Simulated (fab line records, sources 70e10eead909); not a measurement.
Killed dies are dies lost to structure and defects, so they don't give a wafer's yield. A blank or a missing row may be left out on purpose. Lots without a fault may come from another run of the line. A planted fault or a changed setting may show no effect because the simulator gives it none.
Chamber matching | flow nand_harc | NHARC_A_STAIRCASE_ETCH_201 on rie_diel-03: 4 sister chambers
The step etches the open film in C4F8/O2, target depth 100 nm, time 40.5 s. 14 wafers are shown with their chamber, then 7 later ones without.

WAFERS WITH THEIR CHAMBER
wafer  | chamber | rf_vpp_V (V) | oes_product_au (a.u.) | bias_w (W)
L790.1 | 0       | 893          | 0.948                 | 997.3
L790.5 | 0       | 890          | 0.937                 | 996.4
L790.6 | 3       | 888          | 0.947                 | 997.1
L793.3 | 0       | 892          | 0.941                 | 1002.5
L793.4 | 3       | 890          | 0.933                 | 1002.1
L793.6 | 1       | 888          | 0.949                 | 1003.1
L795.4 | 3       | 889          | 0.955                 | 1001.5
L795.5 | 2       | 905          | 0.961                 | 998.7
L795.6 | 1       | 889          | 0.946                 | 996.6
L808.2 | 1       | 887          | 0.942                 | 996.1
L808.3 | 2       | 904          | 0.950                 | 998.2
L808.6 | 3       | 888          | 0.943                 | 1000.2
L811.2 | 0       | 889          | 0.950                 | 999.4
L811.4 | 2       | 904          | 0.945                 | 1000.3

SIGNATURES (means of the wafers above)
reading        | chamber 0 | chamber 1 | chamber 2 | chamber 3 | scatter within a chamber
rf_vpp_V       | 891.00    | 888.00    | 904.33    | 888.75    | 1.24
oes_product_au | 0.94400   | 0.94567   | 0.95200   | 0.94450   | 0.00721
bias_w         | 998.900   | 998.600   | 999.067   | 1000.225  | 2.64
Rule: a wafer's distance from a chamber is the root of the sum, over the readings, of the square of ((its reading less the chamber's mean) divided by the reading's scatter). The wafer belongs to the nearest chamber; if the next one is less than 2 further off, it can't be placed. The scatter: the root of (the sum of the squares of (reading less its chamber's mean) over the shown wafers, divided by (wafers less chambers)).

WAFERS WITHOUT THEIR CHAMBER
wafer  | rf_vpp_V (V) | oes_product_au (a.u.) | bias_w (W)
L811.5 | 906          | 0.939                 | 1002.2
L812.1 | 892          | 0.946                 | 1003.4
L812.2 | 887          | 0.948                 | 1002.7
L812.5 | 903          | 0.963                 | 999.1
L813.2 | 905          | 0.942                 | 997.7
L813.3 | 891          | 0.965                 | 996.9
L813.5 | 891          | 0.963                 | 997.9

WHICH CHAMBER EACH WENT THROUGH
wafer  | from the rows above          | in truth
L811.5 | 2                            | 2
L812.1 | can't be placed: 0 or 3 or 1 | 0
L812.2 | can't be placed: 3 or 1 or 0 | 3
L812.5 | 2                            | 2
L813.2 | 2                            | 2
L813.3 | can't be placed: 0 or 3 or 1 | 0
L813.5 | can't be placed: 0 or 3 or 1 | 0
Placed correctly: 3 of 7. Can't be placed from these rows: 4 (the true chamber is among the candidates in 4). Placed wrongly: 0.
